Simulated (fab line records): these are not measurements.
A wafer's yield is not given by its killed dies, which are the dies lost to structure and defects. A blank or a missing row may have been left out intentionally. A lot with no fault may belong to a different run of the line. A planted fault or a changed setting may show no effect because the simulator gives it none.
Which tool was responsible?    flow n5Finfet    24 lots (72 wafers sampled), 1 step of a 1938-step route

WHAT THE GAUGES READ, wafer by wafer
N5_BEOL_M3_OVL_MEAS_29.
lot   measured      on          V2_OVL (nm)
L074  day 7 04:07   overlay-01  0.3 0.7 -0.4
L075  day 7 08:20   overlay-01  0.4 1.1 0.4
L077  day 7 19:00   overlay-01  1.5 0.7 2.3
L078  day 7 23:15   overlay-02  -0.7 0.4 0.5
L079  day 8 03:36   overlay-02  -0.2 0.1 -0.1
L080  day 8 10:16   overlay-02  0.3 0.2 0.5
L081  day 8 10:38   overlay-02  0.8 1.0 1.0
L082  day 8 23:33   overlay-01  0.8 0.2 0.2
L083  day 9 07:24   overlay-02  0.3 0.7 -0.1
L084  day 9 12:43   overlay-01  -0.7 -0.2 0.4
L085  day 9 18:34   overlay-02  1.2 0.3 1.2
L086  day 10 01:47  overlay-01  2.1 1.3 1.7
L087  day 10 09:05  overlay-01  1.4 0.0 0.5
L088  day 10 09:26  overlay-01  0.5 0.9 0.4
L089  day 10 10:13  overlay-02  1.1 1.8 1.8
L090  day 10 22:47  overlay-01  0.4 0.4 1.7
L091  day 11 02:53  overlay-02  1.0 0.7 1.1
L092  day 11 10:34  overlay-01  0.2 0.9 1.4
L093  day 11 19:07  overlay-01  0.5 -0.2 0.3
L094  day 12 16:25  overlay-02  -1.4 0.3 -0.7
L076  day 12 16:38  overlay-02  0.2 0.9 1.0
L095  day 12 22:53  overlay-02  0.4 0.7 -0.5
L097  day 13 13:14  overlay-01  0.4 0.4 1.2
L096  day 13 20:11  overlay-01  1.0 1.2 1.5

EACH LOT AND THE TOOL THAT RAN IT (in order: tool; ch and the chambers of the sampled wafers; start)
The record shows no process step preceding these readings.

AS READ BY THE TOOLS THEMSELVES (means over the sampled wafers that have a number; for cases with no such wafer, the mark the record gives instead)
The record holds no such reading with a usual standard deviation.

THE ANSWER, worked out from the rows above alone
Rule: usual is defined by the lots themselves. The widest of any qualifying gaps counts: lots, ordered by their means at a reading, are off when they make up no more than a third of the lots, leave a main group of 4 or more, and stand apart from it by 3 or more times the standard deviation of that group's means. The tables above print the reading to a certain number of digits; a main group whose means all agree to those digits is not used. A lot without any number at a reading at which 4 lots or more have one is off too. Any other lot the step has rows for is counted as sound. Order of review: gauges by route order, followed by the tools' own readings, for which a lot's mean as printed above is used. The first step at which some lot is off is used, and at that step the reading that is off furthest; a lot without a number counts as furthest.
None of the lots is off at any reading shown; this tells nothing.

WHAT HAD BEEN PUT IN BY THE SIMULATOR
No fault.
